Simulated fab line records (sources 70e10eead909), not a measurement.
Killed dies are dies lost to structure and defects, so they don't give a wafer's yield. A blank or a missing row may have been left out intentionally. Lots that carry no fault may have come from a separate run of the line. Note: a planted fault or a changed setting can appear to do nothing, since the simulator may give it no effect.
fab line records	flow nand-harc
[record] lots = 13	wafers = 37	last-day = 24
route steps=1159 shown A_CONTACT@935 A_BLC@973
lots that met no fault: from a run of the same line without faults
start-h: start of the lot's first displayed wafer, in hours after the record's first day	wait-h: hours elapsed since this lot's preceding step	" the same as in the row above	L1.1+2: several wafers, shown together as one row	- no value present, or no start provided	* or withheld: withheld	< > ~ a bound
route shown NAME@n: NAME is a module with steps in the file, n the number in the route of the first one	usual: mean and standard deviation over wafers with no fault	same: alike in all rows	chamber/n: place in a boat	sites: each site's reading	_std_site: standard deviation across them	_edge_site: inner sites' mean taken away from outer sites' mean	radius-mm: how far each site lies from the wafer's centre	mask NAME#n: copy n	behind: tool/chamber where the wafer was last shaped	hold: the reason the lot was held/the length of the hold in hours/how it ended	device: whichever transistor did not switch (one of n, p or np)	end of line: the route-end tests of the same wafers	where a step has no rows: the recipe by itself	killed: the dies lost at the first sort to structure and to defects; this is not the yield of the wafer	map: a wafer's dies, marking killed ones x, the rest . and places with no die _
set.NAME: the setting that was run; set.NAME@STEP: the one run at that earlier step	model.NAME: the simulator's own value behind a step, which no gauge read
steps of the route over a sample of lots; a table a step, a row a wafer
services: when a tool's chamber went out of use (start-h, in hours from the record's first day, below 0 if earlier), for how many hours, and the reason
[[steps]]
[step NHARC_A_CONTACT_CD_MEAS_08]
[recipe] target-cd-nm = 100	landing-energy-ev = 500
[usual] cd-nm = 99.9/0.4
lot.wafer	tool	chamber	start-h	wait-h	cd-nm
L714.1	cd-sem-02	0	388.12	-	98.8
L714.2	"	0	"	"	99.9
L714.5	"	0	"	"	99.4
L715.1	cd-sem-02	0	392.67	-	100.3
L715.4	"	0	"	"	99.7
L715.6	"	0	"	"	100.1
L716.1	cd-sem-02	0	393.71	-	100.1
L716.2	"	0	"	"	100.1
L716.6	"	0	"	"	99.9
L717.1	cd-sem-03	0	400.14	-	99.5
L717.2	"	0	"	"	100.2
L717.3	"	0	"	"	100.2
L718.2	cd-sem-03	0	404.16	-	100.2
L718.4	"	0	"	"	100.3
L718.6	"	0	"	"	101.0
L719.3	cd-sem-02	0	419.55	-	99.8
L719.4	"	0	"	"	100.6
L719.5	"	0	"	"	99.6
L720.1	cd-sem-01	0	424.83	-	100.6
L720.2	"	0	"	"	100.5
L720.6	"	0	"	"	99.8
L728.3	cd-sem-03	0	474.14	-	99.6
L728.4	"	0	"	"	99.8
L730.1	cd-sem-01	0	475.04	-	99.8
L730.2	"	0	"	"	100.0
L731.1	cd-sem-01	0	491.97	-	99.7
L731.4	"	0	"	"	99.2
L731.5	"	0	"	"	100.5
L733.3	cd-sem-01	0	509.07	-	100.2
L733.4	"	0	"	"	100.4
L733.6	"	0	"	"	100.2
L732.2	cd-sem-02	0	511.66	-	99.9
L732.4	"	0	"	"	100.1
L732.6	"	0	"	"	100.0
L736.1	cd-sem-01	0	520.89	-	100.0
L736.4	"	0	"	"	100.3
L736.5	"	0	"	"	100.0
[step NHARC_A_CONTACT_ETCH_88]
[recipe] target-depth-a = 390	over-etch-frac = 0.3	time-s = 65	ion-energy-ev = 80	cf4-flow-sccm = 150	ar-flow-sccm = 0	rf-w = 300	bias-w = 100	chemistry = CF4
[usual] drypump-motor-current-A = 5.76/0.23	oes-product-au = 1.000/0.008	rf-fwd-power-W = 297.3/1.1	rf-vpp-V = 151.5/1.2	showerhead-plenum-p-Torr = 1.79/0.072	throttle-valve-pct = 13.283/0.0086
lot.wafer	tool	chamber	start-h	wait-h	drypump-motor-current-A	oes-product-au	rf-fwd-power-W	rf-hours-counter-h	rf-vpp-V	showerhead-plenum-p-Torr	throttle-valve-pct
L714.2	rie-diel-01	0	388.39	0.1	6.15	0.998	298.5	13	152.6	1.80	13.286
L714.1	"	3	"	"	5.68	1.001	297.7	12	149.6	1.64	13.270
L714.5	"	1	"	"	5.83	1.009	296.4	-	153.7	1.84	13.274
L715.4	rie-diel-02	3	392.94	0.1	6.13	1.004	297.2	19	153.3	1.81	13.292
L715.1	"	0	"	"	5.84	1.007	294.9	18	151.4	1.70	13.282
L715.6	"	3	"	"	6.10	0.984	297.0	-	151.2	1.81	13.292
L716.2	rie-diel-01	1	393.98	0.1	5.88	0.998	298.1	15	151.3	1.84	13.291
L716.1	"	2	"	"	5.72	0.986	296.7	14	150.1	1.84	13.291
L716.6	"	1	"	"	5.88	0.992	296.7	-	152.4	1.84	13.288
L717.2	rie-diel-02	0	400.41	0.1	5.83	1.003	295.7	22	151.7	1.70	13.274
L717.1	"	2	"	"	5.16	0.996	295.4	24	152.3	1.88	13.281
L717.3	"	3	"	"	6.10	0.988	295.7	24	151.5	1.81	13.287
L718.4	rie-diel-07	0	404.45	0.1	5.70	1.014	296.7	62	149.7	1.82	13.289
L718.2	"	1	"	"	5.60	1.006	299.6	62	151.6	1.77	13.287
L718.6	"	3	"	"	5.46	1.009	298.6	-	150.4	1.76	13.282
L719.3	rie-diel-01	3	419.83	0.1	5.67	1.010	296.8	18	150.1	1.64	13.301
L719.4	"	0	"	"	6.18	1.005	297.0	19	150.3	1.80	13.286
L719.5	"	1	"	"	5.92	0.999	296.7	-	152.4	1.84	13.290
L720.2	rie-diel-01	0	425.21	0.1	6.19	0.997	295.9	20	152.0	1.80	13.281
L720.1	"	1	"	"	5.92	1.000	296.5	21	152.8	1.84	13.278
L720.6	"	2	"	"	5.71	0.990	297.4	-	154.2	1.84	13.275
L728.3	rie-diel-07	3	474.40	0.1	5.47	1.003	296.3	24	150.6	1.75	13.268
L728.4	"	0	"	"	5.70	1.002	298.1	23	152.2	1.81	13.290
L730.1	rie-diel-01	3	475.31	0.1	5.69	1.000	298.0	29	149.5	1.64	13.274
L730.2	"	2	"	"	5.70	0.987	297.2	30	152.4	1.84	13.288
L731.1	rie-diel-07	1	492.79	0.1	5.64	1.009	298.0	27	152.3	1.76	13.284
L731.4	"	2	"	"	5.61	0.997	297.9	28	152.3	1.80	13.286
L731.5	"	0	"	"	5.71	0.999	296.5	-	152.2	1.81	13.288
L733.3	rie-diel-07	0	509.45	0.1	5.69	1.009	296.0	37	151.7	1.81	13.297
L733.4	"	1	"	"	5.62	0.999	297.9	35	152.0	1.76	13.288
L733.6	"	0	"	"	5.68	1.014	296.7	-	151.7	1.81	13.268
L732.2	rie-diel-01	0	511.97	0.1	6.16	1.008	298.5	3	152.2	1.79	13.270
L732.4	"	2	"	"	5.70	0.997	296.2	3	152.7	1.84	13.276
L732.6	"	1	"	"	5.88	1.004	295.0	-	152.6	1.83	13.295
L736.1	rie-diel-01	2	521.16	0.1	5.68	0.994	295.8	4	152.0	1.84	13.297
L736.4	"	1	"	"	5.88	0.999	295.6	5	151.7	1.83	13.273
L736.5	"	3	"	"	5.67	0.990	298.6	-	152.2	1.91	13.279
[step NHARC_A_CONTACT_ETCH_98]
[recipe] target-depth-a = 200	over-etch-frac = 0.5	time-s = 10	ion-energy-ev = 250	c4f6-flow-sccm = 25	o2-flow-sccm = 20	ar-flow-sccm = 500	rf-w = 600	bias-w = 500	chemistry = C4F6/O2
[usual] drypump-motor-current-A = 5.78/0.25	oes-product-au = 0.960/0.02	rf-fwd-power-W = 586.1/2.4	rf-vpp-V = 547/3.4	showerhead-plenum-p-Torr = 3.94/0.16	throttle-valve-pct = 26.904/0.0094
lot.wafer	tool	chamber	start-h	wait-h	drypump-motor-current-A	oes-product-au	rf-fwd-power-W	rf-hours-counter-h	rf-vpp-V	showerhead-plenum-p-Torr	throttle-valve-pct
L714.1	rie-diel-02	3	-	-	6.12	0.929	587.8	19	549	4.01	26.899
L714.2	"	1	"	"	5.51	0.942	584.8	18	544	3.71	26.902
L714.5	"	3	"	"	6.11	0.938	585.0	-	548	4.01	26.912
L715.4	rie-diel-01	1	-	-	5.88	1.001	582.4	16	549	4.08	26.912
L715.1	"	0	"	"	6.18	1.013	585.8	15	549	3.99	26.902
L715.6	"	1	"	"	5.95	1.013	586.8	-	549	4.08	26.897
L716.2	rie-diel-01	3	-	-	5.68	0.968	584.6	14	540	3.65	26.900
L716.1	"	1	"	"	5.90	0.969	585.9	16	551	4.07	26.918
L716.6	"	3	"	"	5.70	0.960	585.9	-	540	3.65	26.911
L717.2	rie-diel-01	0	-	-	6.17	0.947	587.1	17	548	3.99	26.919
L717.1	"	1	"	"	5.89	0.954	584.3	18	549	4.07	26.920
L717.3	"	3	"	"	5.67	0.939	584.2	16	541	3.64	26.902
L718.4	rie-diel-01	1	-	-	5.93	0.971	585.9	18	551	4.07	26.922
L718.2	"	3	"	"	5.68	0.970	587.4	16	540	3.64	26.909
L718.6	"	1	"	"	5.96	0.980	585.6	-	550	4.07	26.900
L719.4	rie-diel-02	1	-	-	5.50	0.999	588.9	30	543	3.71	26.894
L719.3	"	2	"	"	5.17	0.999	584.1	32	551	4.17	26.907
L719.5	"	1	"	"	5.48	0.995	589.7	-	541	3.71	26.894
L720.2	rie-diel-01	2	-	-	5.70	0.940	584.9	21	549	4.08	26.899
L720.1	"	3	"	"	5.69	0.957	587.4	20	540	3.64	26.884
L720.6	"	1	"	"	5.90	0.961	583.7	-	550	4.07	26.908
L728.3	rie-diel-01	0	-	-	6.17	0.976	586.6	31	548	3.98	26.896
L728.4	"	2	"	"	5.70	0.941	582.9	30	550	4.08	26.890
L730.2	rie-diel-07	1	-	-	5.58	0.972	589.2	23	546	3.91	26.894
L730.1	"	2	"	"	5.66	0.955	583.2	24	547	3.99	26.914
L731.4	rie-diel-07	1	-	-	5.62	0.970	590.8	29	547	3.91	26.916
L731.1	"	2	"	"	5.65	0.954	584.9	30	547	3.98	26.907
L731.5	"	1	"	"	5.60	0.969	588.1	-	546	3.91	26.896
L733.3	rie-diel-07	2	-	-	5.64	0.952	584.9	38	546	3.98	26.914
L733.4	"	3	"	"	5.49	0.947	588.2	39	546	3.88	26.907
L733.6	"	0	"	"	5.70	0.947	584.6	-	548	4.01	26.907
L732.4	rie-diel-01	3	-	-	5.69	0.970	586.5	4	554	4.22	26.902
L732.2	"	0	"	"	6.17	0.968	587.2	4	548	3.98	26.899
L732.6	"	0	"	"	6.17	0.971	587.1	-	547	3.98	26.900
L736.1	rie-diel-02	0	523.51	0.1	5.85	0.945	587.8	3	543	3.75	26.904
L736.5	"	0	"	"	5.84	0.943	585.8	-	543	3.75	26.898
L736.4	"	1	"	"	5.52	0.943	588.7	-	541	3.69	26.906
[step NHARC_A_BLC_DEVELOP_09]
[recipe] develop-time-s = 35	dev-temp-c = 23
lot.wafer	tool	chamber	start-h	wait-h
L714.1+2+5	litho-track-06	0	394	-
L715.1+4+6	litho-track-06	0	398	-
L716.1+2+6	litho-track-04	0	399	-
L717.1+2+3	litho-track-04	0	408	-
L718.2+4+6	litho-track-01	0	413	-
L719.3+4+5	litho-track-06	0	429	-
L720.1+2+6	litho-track-04	0	430	-
L728.3+4	litho-track-06	0	479	-
L730.1+2	litho-track-06	0	488	-
L731.1+4+5	litho-track-04	0	506	-
L733.3+4+6	litho-track-04	0	515	-
L732.2+4+6	litho-track-04	0	521	-
L736.1+4+5	litho-track-01	0	529	-
[step NHARC_A_BLC_CD_MEAS_10]
[recipe] target-cd-nm = 100	landing-energy-ev = 500
[usual] cd-nm = 100.0/0.52
lot.wafer	tool	chamber	start-h	wait-h	cd-nm
L714.1	cd-sem-01	0	394.91	-	100.1
L714.2	"	0	"	"	99.1
L714.5	"	0	"	"	99.3
L715.1	cd-sem-02	0	398.45	-	99.9
L715.4	"	0	"	"	99.5
L715.6	"	0	"	"	99.7
L716.1	cd-sem-02	0	399.96	-	100.0
L716.2	"	0	"	"	99.7
L716.6	"	0	"	"	100.5
L717.1	cd-sem-01	0	408.12	-	99.8
L717.2	"	0	"	"	100.3
L717.3	"	0	"	"	99.8
L718.2	cd-sem-03	0	413.37	-	99.3
L718.4	"	0	"	"	100.1
L718.6	"	0	"	"	99.0
L719.3	cd-sem-02	0	429.24	-	99.1
L719.4	"	0	"	"	99.6
L719.5	"	0	"	"	99.2
L720.1	cd-sem-01	0	430.86	-	100.3
L720.2	"	0	"	"	99.9
L720.6	"	0	"	"	100.1
L728.3	cd-sem-03	0	479.75	-	102.3
L728.4	"	0	"	"	99.4
L730.1	cd-sem-03	0	488.91	-	102.8
L730.2	"	0	"	"	100.1
L731.1	cd-sem-02	0	506.12	-	101.1
L731.4	"	0	"	"	101.9
L731.5	"	0	"	"	101.4
L733.3	cd-sem-01	0	515.24	-	101.0
L733.4	"	0	"	"	101.1
L733.6	"	0	"	"	99.9
L732.2	cd-sem-03	0	521.61	-	99.9
L732.4	"	0	"	"	100.0
L732.6	"	0	"	"	100.1
L736.1	cd-sem-02	0	529.86	-	100.4
L736.4	"	0	"	"	100.3
L736.5	"	0	"	"	99.5
[[services]]
tool	chamber	start-h	hours	kind
rie-diel-01	0	372.81	-	clean
rie-diel-01	1	372.81	-	clean
rie-diel-01	2	372.81	-	clean
rie-diel-01	3	372.81	-	clean
rie-diel-07	0	379.37	1.6	repair
rie-diel-01	0	397.31	-	clean
rie-diel-01	1	397.31	-	clean
rie-diel-01	2	397.31	-	clean
rie-diel-01	3	397.31	-	clean
rie-diel-07	-	405.36	9.0	pm
rie-diel-02	1	414.90	1.6	repair
rie-diel-01	0	421.89	-	clean
rie-diel-01	1	421.89	-	clean
rie-diel-01	2	421.89	-	clean
rie-diel-01	3	421.89	-	clean
litho-track-01	-	443.00	7.0	pm
rie-diel-01	0	446.39	-	clean
rie-diel-01	1	446.39	-	clean
rie-diel-01	2	446.39	-	clean
litho-track-06	-	467.00	7.0	pm
litho-track-04	-	491.00	7.0	pm
rie-diel-01	-	491.81	9.0	pm
rie-diel-02	-	505.80	9.0	pm
rie-diel-02	2	517.17	6.9	repair
[[key]]
[first-sign] step = NHARC_A_BLC_CD_MEAS_10	reading = cd-nm	direction = up	sigmas = 5	usual = 100.0	struck = 102.6
effect none on later readings
met-at NHARC_A_BLC_DEVELOP_09
struck-lots L728,L730
struck-wafers L728.3,L730.1
tester-left-out L728,L730
not-acting-at NHARC_A_CONTACT_CD_MEAS_08,NHARC_A_CONTACT_ETCH_88,NHARC_A_CONTACT_ETCH_98
onset-between 429 479
[fault] kind = process-parameter-drift	tool = litho-track-06	chamber = -	onset-h = 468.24	steps = NHARC_A_BLC_DEVELOP_09	channel = develop-time-s	offset = *	shape = step	end-h = 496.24	scope = struck-wafers-only	acts-in = *	stated = *
// tester-left-out: of these lots the tester's yield and bins aren't shown, on N5 and GAA mostly nor the transistor test; their killed dies are dies lost to structure and defects alone, not to doping, threshold or leakage, so they don't give the yield
